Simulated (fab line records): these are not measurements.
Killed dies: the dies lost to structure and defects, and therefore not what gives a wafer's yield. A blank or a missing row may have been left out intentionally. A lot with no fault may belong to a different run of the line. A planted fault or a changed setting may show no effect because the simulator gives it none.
Matching of chambers    flow n5-finfet    rie-diel-06 running N5_BEOL_M10_DESCUM_33: 4 sister chambers
The step chemistry O2, time 7.9 s. 20 wafers are shown with their chamber, then 10 later ones without.

## EACH WAFER AND ITS CHAMBER
wafer   chamber  showerhead-plenum-p-Torr (Torr)  throttle-valve-pct (%)  drypump-motor-current-A (A)
L075.2  1        2.03                             20.24                   5.59
L075.3  3        2.13                             19.77                   5.26
L075.5  1        2.03                             20.26                   5.60
L076.1  1        2.03                             20.26                   5.60
L076.4  3        2.12                             19.77                   5.27
L076.5  0        2.20                             20.45                   5.59
L078.1  3        2.12                             19.77                   5.27
L078.2  2        2.20                             20.03                   5.78
L078.3  1        2.03                             20.27                   5.60
L082.4  2        2.20                             20.04                   5.74
L082.5  2        2.20                             20.04                   5.75
L082.6  1        2.03                             20.28                   5.61
L080.1  0        2.20                             20.47                   5.58
L080.2  2        2.20                             20.06                   5.77
L080.6  2        2.20                             20.06                   5.74
L084.1  2        2.20                             20.04                   5.73
L084.4  3        2.12                             19.79                   5.27
L084.6  0        2.19                             20.46                   5.60
L085.2  3        2.12                             19.79                   5.26
L085.3  0        2.19                             20.46                   5.58

SIGNATURES (averages over the wafers above)
reading                   chamber 0  chamber 1  chamber 2  chamber 3  scatter within a chamber
showerhead-plenum-p-Torr  2.1950     2.0300     2.2000     2.1220     0.00335
throttle-valve-pct        20.4600    20.2620    20.0450    19.7780    0.012
drypump-motor-current-A   5.5875     5.6000     5.7517     5.2660     0.0124
Rule: for each reading, subtract the chamber's mean from the wafer's reading, divide by that reading's scatter and square the result; add these up over the readings and take the root, which gives the wafer's distance from the chamber. The wafer belongs to the nearest chamber; if the next one is less than 2 further off, it can't be placed. How the scatter is found: for the shown wafers, subtract from each reading the mean of its chamber, square and add these, divide the total by (wafers less chambers), then take the root.

## WAFERS MISSING THEIR CHAMBER
wafer   showerhead-plenum-p-Torr (Torr)  throttle-valve-pct (%)  drypump-motor-current-A (A)
L085.6  2.19                             20.48                   5.57
L086.2  2.19                             20.47                   5.60
L086.3  2.20                             20.06                   5.75
L086.4  2.12                             19.79                   5.27
L087.1  2.02                             20.31                   5.62
L087.2  2.19                             20.07                   5.76
L087.6  2.02                             20.30                   5.64
L091.3  2.02                             20.31                   5.61
L091.4  2.19                             20.47                   5.62
L091.6  2.11                             19.82                   5.27

## CHAMBER TAKEN BY EACH
wafer   from the rows above  in truth
L085.6  0                    0
L086.2  0                    0
L086.3  2                    2
L086.4  3                    3
L087.1  1                    1
L087.2  2                    2
L087.6  1                    1
L091.3  1                    1
L091.4  0                    0
L091.6  3                    3
10 of 10 placed correctly. Number that these rows cannot place: 0. Number placed wrongly: 0.
